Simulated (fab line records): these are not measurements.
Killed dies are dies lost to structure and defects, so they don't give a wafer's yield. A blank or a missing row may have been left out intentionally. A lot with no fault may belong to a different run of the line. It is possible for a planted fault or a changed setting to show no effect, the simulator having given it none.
Matching of chambers || flow n5Finfet || N5_BEOL_M0_PRE_CLEAN_131 on cvdCo-01: 3 sister chambers
The step time 15 s. 6 wafers are shown with their chamber, then 11 later ones without.

WAFERS WITH THEIR CHAMBER
{"wafer": "L083.6", "chamber": 2, "heaterPowerW (W)": 59}
{"wafer": "L088.6", "chamber": 1, "heaterPowerW (W)": 95}
{"wafer": "L089.1", "chamber": 0, "heaterPowerW (W)": 98}
{"wafer": "L089.2", "chamber": 1, "heaterPowerW (W)": 98}
{"wafer": "L089.4", "chamber": 2, "heaterPowerW (W)": 57}
{"wafer": "L090.2", "chamber": 0, "heaterPowerW (W)": 96}

WAFERS WITH NO CHAMBER GIVEN
{"wafer": "L090.3", "heaterPowerW (W)": 57}
{"wafer": "L090.5", "heaterPowerW (W)": 97}
{"wafer": "L092.3", "heaterPowerW (W)": 59}
{"wafer": "L092.5", "heaterPowerW (W)": 58}
{"wafer": "L092.6", "heaterPowerW (W)": 97}
{"wafer": "L095.2", "heaterPowerW (W)": 96}
{"wafer": "L095.4", "heaterPowerW (W)": 57}
{"wafer": "L095.6", "heaterPowerW (W)": 97}
{"wafer": "L097.2", "heaterPowerW (W)": 98}
{"wafer": "L097.3", "heaterPowerW (W)": 58}
{"wafer": "L097.5", "heaterPowerW (W)": 98}

CHAMBER TAKEN BY EACH
{"wafer": "L090.3", "from the rows above": 2, "in truth": 2}
{"wafer": "L090.5", "from the rows above": "can't be placed: 0 or 1", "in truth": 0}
{"wafer": "L092.3", "from the rows above": 2, "in truth": 2}
{"wafer": "L092.5", "from the rows above": 2, "in truth": 2}
{"wafer": "L092.6", "from the rows above": "can't be placed: 0 or 1", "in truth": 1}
{"wafer": "L095.2", "from the rows above": "can't be placed: 1 or 0", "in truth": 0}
{"wafer": "L095.4", "from the rows above": 2, "in truth": 2}
{"wafer": "L095.6", "from the rows above": "can't be placed: 0 or 1", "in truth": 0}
{"wafer": "L097.2", "from the rows above": "can't be placed: 0 or 1", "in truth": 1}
{"wafer": "L097.3", "from the rows above": 2, "in truth": 2}
{"wafer": "L097.5", "from the rows above": "can't be placed: 0 or 1", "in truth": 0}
5 of 11 placed correctly. These rows do not allow placing 6 (true chamber among the candidates in 6). Wrongly placed: 0.
How it was worked out, from the rows above alone: a wafer's distance from a chamber is the root of the sum, over the readings, of the square of ((its reading less the chamber's mean) divided by the reading's scatter). The wafer belongs to the nearest chamber; if the next one is less than 2 further off, it can't be placed. A chamber's mean is the mean of its shown wafers. The scatter: take each reading less its chamber's mean, square it, sum over the shown wafers, divide by the number of wafers less the number of chambers, and take the root.
